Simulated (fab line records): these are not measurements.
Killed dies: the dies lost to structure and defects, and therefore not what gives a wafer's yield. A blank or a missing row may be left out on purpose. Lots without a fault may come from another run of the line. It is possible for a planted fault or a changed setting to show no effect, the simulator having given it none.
A struck lot beside a sound one || flow nand harc || 17 out of 1302 route steps
Sound: these wafers, L164.1, L164.3, L164.5. Wafers L174.1, L174.3, L174.4 were the ones struck. At the end, the cause is stated.
Per side, at each step with rows, come the tool, then ch with its chambers, and then its first start. Under that, the readings that differ: sound wafers || struck wafers || difference of the means || sigmas: that difference in standard deviations of wafers without a fault.
alike: readings whose means differ by less than 2 such deviations, and words and numbers that are the same on both sides. not compared: withheld readings, readings that some wafer has no value for, bounds like >300 that may hide the same value, and numbers for which the record gives no deviation and whose values overlap.
The two part at a step that has a row with sigmas, a row that says differs or no value, or rows on one side only. Numbers that don't overlap but have no deviation are shown without sigmas and don't part them. A reading that every wafer of one side lacks parts them only if that side has two wafers or more.

NHARC_P_GATE_DESCUM_93: chemistry O2, time 3 s.
  sound on rie diel-04 ch 0,2, day 6 09:25; struck on rie diel-04 ch 1,2,3, day 10 11:21
  alike: drypump motor current A, oes product au, rf vpp V, showerhead plenum p Torr, throttle valve pct
  not compared: rf hours counter h
then, 1 step without rows for these wafers: NHARC_P_GATE_IMPLANT_94.
NHARC_P_GATE_STRIP_113: strips in N2/H2, time 740 s.
  sound on plasma asher-01 ch 0,1, day 6 09:53; struck on plasma asher-01 ch 0,1, day 10 11:50
  alike: drypump motor current A, heater power w
  not compared: rf hours counter h
NHARC_P_GATE_STRIP_95: strips in O2.
  sound on plasma asher-01 ch 0,1, day 6 10:31; struck on plasma asher-01 ch 0,1, day 10 12:26
  alike: drypump motor current A, heater power w
  not compared: rf hours counter h
then, 3 steps without rows for these wafers: NHARC_P_GATE_STRIP_96 (strips in SPM, time 900 s); NHARC_P_GATE_RTA_64 (time 1 s); NHARC_P_GATE_ETCH_77 (etches SiO2 in dHF, target depth 6 nm).
NHARC_P_GATE_DEGAS_109: time 60 s.
  sound on pvd sputter-03, day 6 11:22; struck on pvd sputter-02, day 10 13:18
  alike: heater power w
then, 4 steps without rows for these wafers: NHARC_P_GATE_PRE_CLEAN_110 (time 30 s); NHARC_P_GATE_SPUTTER_78 (material Ni, target thk 10 nm); NHARC_P_GATE_SPUTTER_79 (material TiN, target thk 10 nm); NHARC_P_GATE_RTA_80 (time 30 s).
NHARC_P_GATE_STRIP_67: strips in SPM, time 600 s.
  sound on wet bench-07 ch 0,2,4, day 6 12:03; struck on wet bench-09 ch 1,3,5, day 10 13:47
then, 1 step without rows for these wafers: NHARC_P_GATE_RTA_82 (time 30 s).
NHARC_P_GATE_INSPECT_68:
  sound on defect inspect-01, day 6 12:30; struck on defect inspect-02, day 10 14:15
  alike: raw defect count
NHARC_P_CONTACT_DEP_30: deposits SiNx, target thk 30 nm.
  sound on pecvd-03 ch 0,1,2, day 6 12:36; struck on pecvd-04 ch 0,2, day 10 14:19
  alike: heater power w
-- jump in the record: it breaks off in module P_CONTACT and resumes in module END (first step shown: number 1302 of the route), and 18 days separate the struck wafers' starts before and after --
NHARC_END_SORT_01:
  sound on prober-02 ch 0, day 25 13:52; struck on prober-02 ch 0, day 28 10:04
{"reading": "killed at periphery", "sound": "3 1 2", "struck": "71 43 68", "difference": "+59", "sigmas": "+26"}
  alike: killed at array, killed at other, killed dies, killed open, killed short

== WHERE THEY PART ==
NHARC_END_SORT_01 only, going by this record.

WHY: whatever the simulator had introduced
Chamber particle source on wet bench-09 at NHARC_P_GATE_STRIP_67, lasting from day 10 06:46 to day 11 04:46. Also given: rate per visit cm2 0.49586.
